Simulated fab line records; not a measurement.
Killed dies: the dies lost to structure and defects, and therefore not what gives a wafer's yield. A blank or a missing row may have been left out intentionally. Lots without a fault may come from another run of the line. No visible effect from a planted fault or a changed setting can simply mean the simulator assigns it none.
Commonality check across tools + flow nand harc + Lots sampled 14, wafers sampled 42

## WHAT PROMPTED THE OPENING
At NHARC_P_ZERO_WELL_INSPECT_43 the reading raw defect count is flagged on 2 of 14 lots. Fault-free wafers read 12, with a standard deviation of 6.1.
Rule: a lot gets a flag if all its wafers with a number sit over 4 standard deviations from that mean, or if no wafer of it has a number. As for the other lots, they are considered sound.

| lot  | measured     | on                | raw defect count, wafer by wafer | flag    |
|------|--------------|-------------------|----------------------------------|---------|
| L640 | day 2 03:31  | defect inspect-01 | 22 32 19                         |         |
| L641 | day 2 13:35  | defect inspect-01 | 13 21 16                         |         |
| L643 | day 3 09:34  | defect inspect-02 | 7 4 9                            |         |
| L646 | day 4 15:38  | defect inspect-02 | 20 15 10                         |         |
| L648 | day 5 12:55  | defect inspect-01 | 7 7 7                            |         |
| L649 | day 5 21:37  | defect inspect-02 | 11 7 10                          |         |
| L650 | day 6 07:47  | defect inspect-01 | 10 8 8                           |         |
| L651 | day 6 17:34  | defect inspect-02 | 14 4 17                          |         |
| L652 | day 7 20:27  | defect inspect-01 | 9 15 16                          |         |
| L653 | day 7 22:33  | defect inspect-02 | 17 22 10                         |         |
| L654 | day 7 23:29  | defect inspect-01 | 16 9 4                           |         |
| L655 | day 8 09:40  | defect inspect-02 | 1069 1117 1037                   | FLAGGED |
| L656 | day 8 19:52  | defect inspect-01 | 1124 1052 1077                   | FLAGGED |
| L661 | day 10 21:32 | defect inspect-01 | 8 1 19                           |         |
Averaged over the flagged lots the numbers come to 1079, +1067 from the usual (+99 or more standard deviations).

## WHICH TOOL RAN EACH LOT
2 process steps preceding the reading are held in the record, out of 1302 steps in the route. Cell contents, in order: the tool; ch with the chambers the sampled wafers went through; the start.
| lot  | flag    | NHARC_P_ZERO_WELL_DESCUM_26        | NHARC_P_ZERO_WELL_EXPOSE_34       |
|------|---------|------------------------------------|-----------------------------------|
| L640 |         | rie diel-04 ch 1,2,3, day 1 22:41  | krf scanner-01 ch 0, day 2 00:01  |
| L641 |         | rie diel-07 ch 0,1, day 2 08:46    | krf scanner-02 ch 0, day 2 10:06  |
| L643 |         | rie diel-07 ch 0,1, day 3 04:45    | krf scanner-01 ch 0, day 3 05:58  |
| L646 |         | rie diel-01 ch 0,2, day 4 10:50    | krf scanner-02 ch 0, day 4 12:01  |
| L648 |         | rie diel-07 ch 0,2,3, day 5 07:22  | krf scanner-01 ch 0, day 5 08:40  |
| L649 |         | rie diel-04 ch 0,3, day 5 16:46    | krf scanner-01 ch 0, day 5 17:59  |
| L650 |         | rie diel-01 ch 0,1,3, day 6 02:50  | krf scanner-04 ch 0, day 6 04:10  |
| L651 |         | rie diel-01 ch 1,2,3, day 6 12:46  | krf scanner-01 ch 0, day 6 14:05  |
| L652 |         | rie diel-01 ch 0,2,3, day 6 22:55  | krf scanner-04 ch 0, day 7 00:14  |
| L653 |         | rie diel-01 ch 0,2,3, day 7 08:34  | krf scanner-04 ch 0, day 7 18:58  |
| L654 |         | rie diel-01 ch 0,1, day 7 18:49    | krf scanner-04 ch 0, day 7 20:01  |
| L655 | FLAGGED | rie diel-01 ch 0,1,3, day 8 04:47  | krf scanner-02, day 8 06:04       |
| L656 | FLAGGED | rie diel-07 ch 0,1, day 8 14:57    | krf scanner-01, day 8 16:17       |
| L661 |         | rie diel-04 ch 0,1,2, day 10 16:43 | krf scanner-01 ch 0, day 10 17:55 |
What the steps here do:
- NHARC_P_ZERO_WELL_DESCUM_26: chemistry O2, time 3 s.
- NHARC_P_ZERO_WELL_EXPOSE_34: exposes mask P PWELL, target cd 720 nm.
- NHARC_P_ZERO_WELL_INSPECT_43

## FLAGGED AGAINST TOTAL, ONE TOOL AT A TIME (gauges that did the reading follow at the end)
| step                         | tool              | lots run | flagged | share of the flagged lots | sound lots run after its first flagged lot |
|------------------------------|-------------------|----------|---------|---------------------------|--------------------------------------------|
| NHARC_P_ZERO_WELL_DESCUM_26  | rie diel-01       | 7        | 1       | some                      | 0                                          |
| NHARC_P_ZERO_WELL_DESCUM_26  | rie diel-04       | 3        | 0       | none                      | -                                          |
| NHARC_P_ZERO_WELL_DESCUM_26  | rie diel-07       | 4        | 1       | some                      | 0                                          |
| NHARC_P_ZERO_WELL_EXPOSE_34  | krf scanner-01    | 7        | 1       | some                      | 1 (L661)                                   |
| NHARC_P_ZERO_WELL_EXPOSE_34  | krf scanner-02    | 3        | 1       | some                      | 0                                          |
| NHARC_P_ZERO_WELL_EXPOSE_34  | krf scanner-04    | 4        | 0       | none                      | -                                          |
| NHARC_P_ZERO_WELL_INSPECT_43 | defect inspect-01 | 8        | 1       | some                      | 1 (L661)                                   |
| NHARC_P_ZERO_WELL_INSPECT_43 | defect inspect-02 | 6        | 1       | some                      | 0                                          |

## WHAT IS ALLOWED BY THE TABLE
No row of the table ran every flagged lot.

## WHAT THE SIMULATOR PUT IN
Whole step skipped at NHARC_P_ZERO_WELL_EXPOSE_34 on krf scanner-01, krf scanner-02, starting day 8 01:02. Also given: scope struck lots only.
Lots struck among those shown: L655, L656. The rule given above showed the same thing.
